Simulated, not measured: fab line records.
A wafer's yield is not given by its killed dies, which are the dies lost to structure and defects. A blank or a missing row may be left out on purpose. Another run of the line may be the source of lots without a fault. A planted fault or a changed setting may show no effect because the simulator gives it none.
Matching of chambers | flow n5Finfet | 3 sister chambers for N5_BEOL_M10_PECVD_70 on pecvd-04
The step deposits SiO2 from TEOS/O2, target thk 20 nm, time 22.7 s. 3 wafers are shown with their chamber, then 10 later ones without.

WAFERS WITH THEIR CHAMBER
wafer  | chamber | throttleValvePct (%)
L086.4 | 2       | 23.4
L086.5 | 0       | 23.0
L089.4 | 1       | 21.6

WAFERS WHOSE CHAMBER IS MISSING
wafer  | throttleValvePct (%)
L089.6 | 23.5
L087.4 | 21.5
L087.5 | 23.0
L087.6 | 23.2
L093.2 | 22.9
L093.3 | 23.5
L093.4 | 21.4
L096.2 | 23.0
L096.4 | 23.0
L096.6 | 23.1

EACH ONE'S CHAMBER
wafer  | from the rows above     | in truth
L089.6 | 2                       | 2
L087.4 | 1                       | 1
L087.5 | 0                       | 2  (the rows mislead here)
L087.6 | can't be placed: 0 or 2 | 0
L093.2 | 0                       | 0
L093.3 | 2                       | 2
L093.4 | 1                       | 1
L096.2 | 0                       | 0
L096.4 | 0                       | 0
L096.6 | can't be placed: 0 or 2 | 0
Correct placement for 7 of the 10. Unplaceable from these rows: 2, with the true chamber sitting among the candidates in 2. Placed wrongly: 1.
How it was worked out, from the rows above alone: a wafer's distance from a chamber is the root of the sum, over the readings, of the square of ((its reading less the chamber's mean) divided by the reading's scatter). If the next closest chamber is less than 2 further off than the closest, the wafer can't be placed; otherwise it belongs to the closest. Each chamber's mean is taken over the wafers shown for it. The scatter: with one shown wafer a chamber, the root of the mean of the squares of how far each hidden wafer lies from its nearest shown one.
